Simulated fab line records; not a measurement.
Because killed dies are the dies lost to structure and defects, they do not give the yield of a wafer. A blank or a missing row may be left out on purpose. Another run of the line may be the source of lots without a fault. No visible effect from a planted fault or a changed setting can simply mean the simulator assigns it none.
Matching of chambers || flow nand harc || 4 sister chambers for NHARC_A_CHANNEL_FILL_D2_ALD_02 on ald hk-02
The step deposits SiO2, target thk 6 nm, pulse time 10 s, ald cycles 60. 8 wafers are shown with their chamber, then 11 later ones without.

## WAFERS WITH THEIR CHAMBER
{"wafer": "L082.4", "chamber": 2, "heater power w (W)": 529, "precursor pulse height rel": 0.971}
{"wafer": "L086.3", "chamber": 1, "heater power w (W)": 454, "precursor pulse height rel": 1.011}
{"wafer": "L087.4", "chamber": 0, "heater power w (W)": 485, "precursor pulse height rel": 1.053}
{"wafer": "L087.5", "chamber": 3, "heater power w (W)": 444, "precursor pulse height rel": 0.982}
{"wafer": "L089.1", "chamber": 3, "heater power w (W)": 445, "precursor pulse height rel": 0.991}
{"wafer": "L089.2", "chamber": 0, "heater power w (W)": 483, "precursor pulse height rel": 0.974}
{"wafer": "L089.3", "chamber": 1, "heater power w (W)": 480, "precursor pulse height rel": 0.972}
{"wafer": "L091.3", "chamber": 2, "heater power w (W)": 511, "precursor pulse height rel": 0.958}

## WAFERS MISSING THEIR CHAMBER
{"wafer": "L091.4", "heater power w (W)": 468, "precursor pulse height rel": 0.979}
{"wafer": "L091.6", "heater power w (W)": 459, "precursor pulse height rel": 0.990}
{"wafer": "L094.4", "heater power w (W)": 447, "precursor pulse height rel": 0.981}
{"wafer": "L094.5", "heater power w (W)": 452, "precursor pulse height rel": 1.016}
{"wafer": "L094.6", "heater power w (W)": 539, "precursor pulse height rel": 0.984}
{"wafer": "L095.1", "heater power w (W)": 451, "precursor pulse height rel": 0.972}
{"wafer": "L095.2", "heater power w (W)": 495, "precursor pulse height rel": 0.992}
{"wafer": "L095.5", "heater power w (W)": 490, "precursor pulse height rel": 0.996}
{"wafer": "L097.2", "heater power w (W)": 514, "precursor pulse height rel": 0.997}
{"wafer": "L097.3", "heater power w (W)": 504, "precursor pulse height rel": 0.978}
{"wafer": "L097.5", "heater power w (W)": 494, "precursor pulse height rel": 1.025}

## WHICH CHAMBER EACH WENT THROUGH
{"wafer": "L091.4", "from the rows above": "can't be placed: 1 or 0 or 3", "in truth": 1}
{"wafer": "L091.6", "from the rows above": "can't be placed: 1 or 3 or 0", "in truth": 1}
{"wafer": "L094.4", "from the rows above": "can't be placed: 3 or 1", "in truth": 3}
{"wafer": "L094.5", "from the rows above": "can't be placed: 3 or 1 or 0", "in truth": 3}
{"wafer": "L094.6", "from the rows above": 2, "in truth": 2}
{"wafer": "L095.1", "from the rows above": "can't be placed: 3 or 1", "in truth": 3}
{"wafer": "L095.2", "from the rows above": "can't be placed: 0 or 2 or 1", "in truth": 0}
{"wafer": "L095.5", "from the rows above": "can't be placed: 0 or 1", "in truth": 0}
{"wafer": "L097.2", "from the rows above": "can't be placed: 2 or 0", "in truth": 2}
{"wafer": "L097.3", "from the rows above": "can't be placed: 2 or 0 or 1", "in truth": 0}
{"wafer": "L097.5", "from the rows above": "can't be placed: 0 or 1", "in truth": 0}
Correct placement for 1 of the 11. Can't be placed from these rows: 10 (the true chamber is among the candidates in 10). Placed wrongly: 0.
How it was worked out, from the rows above alone: a wafer's distance from a chamber is the root of the sum, over the readings, of the square of ((its reading less the chamber's mean) divided by the reading's scatter). The wafer belongs to the nearest chamber; if the next one is less than 2 further off, it can't be placed. The mean given for a chamber averages the wafers shown for that chamber. The scatter: the root of (the sum of the squares of (reading less its chamber's mean) over the shown wafers, divided by (wafers less chambers)).
